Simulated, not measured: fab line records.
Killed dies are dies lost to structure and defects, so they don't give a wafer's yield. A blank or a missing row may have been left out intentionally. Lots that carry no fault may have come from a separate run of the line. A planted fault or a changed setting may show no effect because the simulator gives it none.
Chamber matching	flow n5_finfet	N5_BEOL_M1_ALD_84 on ald_metal-03 has 4 sister chambers
The step deposits TaN, pulse time 2 s, purge time 3 s, co reactant purge time 2 s. 18 wafers are shown with their chamber, then 9 later ones without.

## WAFERS WITH THEIR CHAMBER
wafer	chamber	heater_power_w (W)	precursor_vessel_temp_c (C)
L076.1	3	449	75.15
L076.4	1	373	74.93
L076.6	2	431	74.99
L075.2	3	451	75.17
L075.4	0	427	74.85
L075.6	1	375	75.00
L077.1	0	411	75.25
L077.2	2	438	75.00
L077.5	1	374	74.93
L078.1	3	457	75.15
L078.3	2	432	74.89
L078.4	0	416	75.15
L080.1	0	419	74.98
L080.2	1	382	74.78
L080.5	1	379	74.94
L082.3	3	448	75.05
L082.5	1	371	74.92
L082.6	0	423	75.04

SIGNATURES (averages over the wafers above)
reading	chamber 0	chamber 1	chamber 2	chamber 3	scatter within a chamber
heater_power_w	419.20	375.67	433.67	451.25	4.73
precursor_vessel_temp_c	75.0540	74.9167	74.9600	75.1300	0.0992
Rule: for each reading, subtract the chamber's mean from the wafer's reading, divide by that reading's scatter and square the result; add these up over the readings and take the root, which gives the wafer's distance from the chamber. If the next closest chamber is less than 2 further off than the closest, the wafer can't be placed; otherwise it belongs to the closest. The scatter is the square root of a quotient: the sum, over the shown wafers, of each reading's squared deviation from its chamber's mean, divided by wafers minus chambers.

## WAFERS WITH NO CHAMBER GIVEN
wafer	heater_power_w (W)	precursor_vessel_temp_c (C)
L083.1	457	75.02
L083.5	446	75.04
L083.6	423	75.02
L091.1	363	75.05
L091.3	431	75.11
L091.4	444	74.91
L092.2	413	75.27
L092.3	382	74.97
L092.4	422	75.02

## WHICH CHAMBER EACH ONE RAN IN
wafer	from the rows above	in truth
L083.1	3	3
L083.5	can't be placed: 3 or 2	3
L083.6	can't be placed: 0 or 2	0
L091.1	1	1
L091.3	can't be placed: 2 or 0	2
L091.4	can't be placed: 2 or 3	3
L092.2	0	0
L092.3	1	1
L092.4	can't be placed: 0 or 2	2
4 of 9 placed correctly. Can't be placed from these rows: 5 (the true chamber is among the candidates in 5). 0 placed wrongly.
